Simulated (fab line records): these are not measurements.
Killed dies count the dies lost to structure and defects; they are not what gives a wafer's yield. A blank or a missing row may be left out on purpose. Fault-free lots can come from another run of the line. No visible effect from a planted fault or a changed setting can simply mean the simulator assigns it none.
Matching of chambers + flow nand_harc + cmp-04 running NHARC_A_CHANNEL_FILL_D1_CMP_10: 4 sister chambers
The step polishes, target thk 150 nm. 18 wafers are shown with their chamber, then 9 later ones without.

## WAFERS, EACH WITH ITS CHAMBER
| wafer  | chamber | motor_current_A (A) | slurry_flow_ml_min | time_to_endpoint_s (s) |
|--------|---------|---------------------|--------------------|------------------------|
| L075.3 | 0       | 11.8                | 149.6              | 16.6                   |
| L075.5 | 3       | 12.6                | 150.0              | 18.0                   |
| L075.6 | 0       | 11.7                | 149.5              | 17.0                   |
| L076.1 | 3       | 13.4                | 149.2              | 16.4                   |
| L076.4 | 1       | 10.1                | 149.8              | 16.0                   |
| L076.6 | 2       | 11.4                | 149.8              | 17.7                   |
| L077.1 | 0       | 11.8                | 150.0              | 15.4                   |
| L077.3 | 3       | 13.1                | 149.8              | 18.0                   |
| L077.5 | 0       | 11.7                | 149.1              | 16.2                   |
| L080.1 | 3       | 13.9                | 149.9              | 15.3                   |
| L080.2 | 0       | 11.5                | 150.3              | 12.8                   |
| L080.3 | 2       | 11.5                | 150.4              | 13.0                   |
| L082.1 | 1       | 11.3                | 150.3              | 16.3                   |
| L082.4 | 0       | 11.4                | 149.1              | 15.6                   |
| L082.5 | 2       | 11.5                | 150.0              | 16.4                   |
| L084.1 | 0       | 12.4                | 149.7              | 16.6                   |
| L084.4 | 1       | 11.3                | 150.0              | 15.3                   |
| L084.5 | 3       | 13.2                | 149.7              | 18.1                   |

SIGNATURES (averages over the wafers above)
| reading            | chamber 0 | chamber 1 | chamber 2 | chamber 3 | scatter within a chamber |
|--------------------|-----------|-----------|-----------|-----------|--------------------------|
| motor_current_A    | 11.757    | 10.900    | 11.467    | 13.240    | 0.421                    |
| slurry_flow_ml_min | 149.614   | 150.033   | 150.067   | 149.720   | 0.365                    |
| time_to_endpoint_s | 15.743    | 15.867    | 15.700    | 17.160    | 1.48                     |
Rule: a wafer's distance from a chamber is the root of the sum, over the readings, of the square of ((its reading less the chamber's mean) divided by the reading's scatter). If the next closest chamber is less than 2 further off than the closest, the wafer can't be placed; otherwise it belongs to the closest. The scatter: take each reading less its chamber's mean, square it, sum over the shown wafers, divide by the number of wafers less the number of chambers, and take the root.

## WAFERS WITHOUT THEIR CHAMBER
| wafer  | motor_current_A (A) | slurry_flow_ml_min | time_to_endpoint_s (s) |
|--------|---------------------|--------------------|------------------------|
| L086.1 | 11.4                | 150.2              | 15.2                   |
| L086.2 | 11.6                | 150.5              | 15.0                   |
| L086.3 | 13.5                | 149.4              | 16.9                   |
| L092.2 | 13.0                | 149.5              | 14.3                   |
| L092.3 | 11.3                | 149.6              | 11.8                   |
| L092.6 | 12.5                | 149.8              | 13.0                   |
| L093.1 | 12.9                | 149.6              | 13.3                   |
| L093.2 | 10.9                | 149.6              | 10.9                   |
| L093.3 | 11.4                | 150.6              | 11.9                   |

## EACH ONE'S CHAMBER
| wafer  | from the rows above               | in truth |
|--------|-----------------------------------|----------|
| L086.1 | can't be placed: 2 or 1 or 0      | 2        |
| L086.2 | can't be placed: 2 or 1 or 0      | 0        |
| L086.3 | 3                                 | 3        |
| L092.2 | can't be placed: 3 or 0 or 2      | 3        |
| L092.3 | can't be placed: 0 or 2 or 1      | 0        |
| L092.6 | can't be placed: 0 or 2 or 3 or 1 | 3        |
| L093.1 | can't be placed: 3 or 0 or 2      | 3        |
| L093.2 | can't be placed: 1 or 2 or 0      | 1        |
| L093.3 | can't be placed: 2 or 1 or 0      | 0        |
Placed correctly: 1 of 9. Can't be placed from these rows: 8 (the true chamber is among the candidates in 8). Number placed wrongly: 0.
